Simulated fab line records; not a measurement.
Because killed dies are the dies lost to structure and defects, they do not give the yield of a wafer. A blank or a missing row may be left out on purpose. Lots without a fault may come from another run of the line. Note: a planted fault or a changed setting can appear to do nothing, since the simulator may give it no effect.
Matching of chambers | flow nand harc | NHARC_P_M0_PRE_CLEAN_31 on pecvd-04 has 3 sister chambers
The step time 12 s. 6 wafers are shown with their chamber, then 11 later ones without.

## WAFERS WITH THEIR CHAMBER
wafer  | chamber | heater power w (W)
L078.6 | 0       | 642
L078.4 | 0       | 655
L083.2 | 1       | 606
L089.3 | 1       | 647
L089.5 | 2       | 645
L094.1 | 2       | 703

## WAFERS WITH NO CHAMBER GIVEN
wafer  | heater power w (W)
L094.3 | 697
L094.5 | 646
L095.3 | 623
L095.5 | 683
L095.6 | 709
L097.1 | 629
L097.4 | 610
L097.6 | 662
L097.2 | 675
L097.3 | 657
L097.5 | 659

## WHICH CHAMBER EACH ONE RAN IN
wafer  | from the rows above          | in truth
L094.3 | can't be placed: 2 or 0 or 1 | 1
L094.5 | can't be placed: 0 or 1 or 2 | 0
L095.3 | can't be placed: 1 or 0 or 2 | 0
L095.5 | can't be placed: 2 or 0 or 1 | 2
L095.6 | can't be placed: 2 or 0 or 1 | 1
L097.1 | can't be placed: 1 or 0 or 2 | 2
L097.4 | can't be placed: 1 or 0 or 2 | 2
L097.6 | can't be placed: 2 or 0 or 1 | 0
L097.2 | can't be placed: 2 or 0 or 1 | 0
L097.3 | can't be placed: 0 or 2 or 1 | 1
L097.5 | can't be placed: 0 or 2 or 1 | 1
0 of 11 placed correctly. These rows do not allow placing 11 (true chamber among the candidates in 11). Placed wrongly: 0.
How it was worked out, from the rows above alone: a wafer's distance from a chamber is the root of the sum, over the readings, of the square of ((its reading less the chamber's mean) divided by the reading's scatter). If the next closest chamber is less than 2 further off than the closest, the wafer can't be placed; otherwise it belongs to the closest. A chamber's mean is the mean of its shown wafers. The scatter: take each reading less its chamber's mean, square it, sum over the shown wafers, divide by the number of wafers less the number of chambers, and take the root.
